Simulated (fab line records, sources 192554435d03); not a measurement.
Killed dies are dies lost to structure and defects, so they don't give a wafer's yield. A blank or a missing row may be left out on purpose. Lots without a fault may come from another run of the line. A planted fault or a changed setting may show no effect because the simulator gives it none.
Chamber matching | flow n5_finfet | N5_GATE_CUT_ALD_22 on ald_sin-03: 4 sister chambers
The step deposits SiNx, target thk 16 nm, pulse time 1 s, ald cycles 320. 4 wafers are shown with their chamber, then 11 later ones without.

WAFERS WITH THEIR CHAMBER
wafer  | chamber | heater_power_w (W)
L086.1 | 1       | 844
L088.1 | 2       | 791
L088.6 | 3       | 842
L092.2 | 0       | 884

WAFERS WITHOUT THEIR CHAMBER
wafer  | heater_power_w (W)
L092.3 | 779
L092.5 | 856
L094.1 | 852
L094.3 | 830
L094.5 | 864
L095.3 | 814
L095.4 | 829
L095.5 | 785
L097.1 | 869
L097.2 | 836
L097.6 | 794

WHICH CHAMBER EACH WENT THROUGH
wafer  | from the rows above          | in truth
L092.3 | 2                            | 2
L092.5 | can't be placed: 1 or 3 or 0 | 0
L094.1 | can't be placed: 1 or 3 or 0 | 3
L094.3 | can't be placed: 3 or 1      | 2
L094.5 | can't be placed: 0 or 1 or 3 | 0
L095.3 | can't be placed: 2 or 3 or 1 | 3
L095.4 | can't be placed: 3 or 1 or 2 | 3
L095.5 | 2                            | 2
L097.1 | can't be placed: 0 or 1 or 3 | 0
L097.2 | can't be placed: 3 or 1      | 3
L097.6 | 2                            | 2
Placed correctly: 3 of 11. Can't be placed from these rows: 8 (the true chamber is among the candidates in 7). Placed wrongly: 0.
How it was worked out, from the rows above alone: a wafer's distance from a chamber is the root of the sum, over the readings, of the square of ((its reading less the chamber's mean) divided by the reading's scatter). The wafer belongs to the nearest chamber; if the next one is less than 2 further off, it can't be placed. A chamber's mean is the mean of its shown wafers. The scatter: with one shown wafer a chamber, the root of the mean of the squares of how far each hidden wafer lies from its nearest shown one.
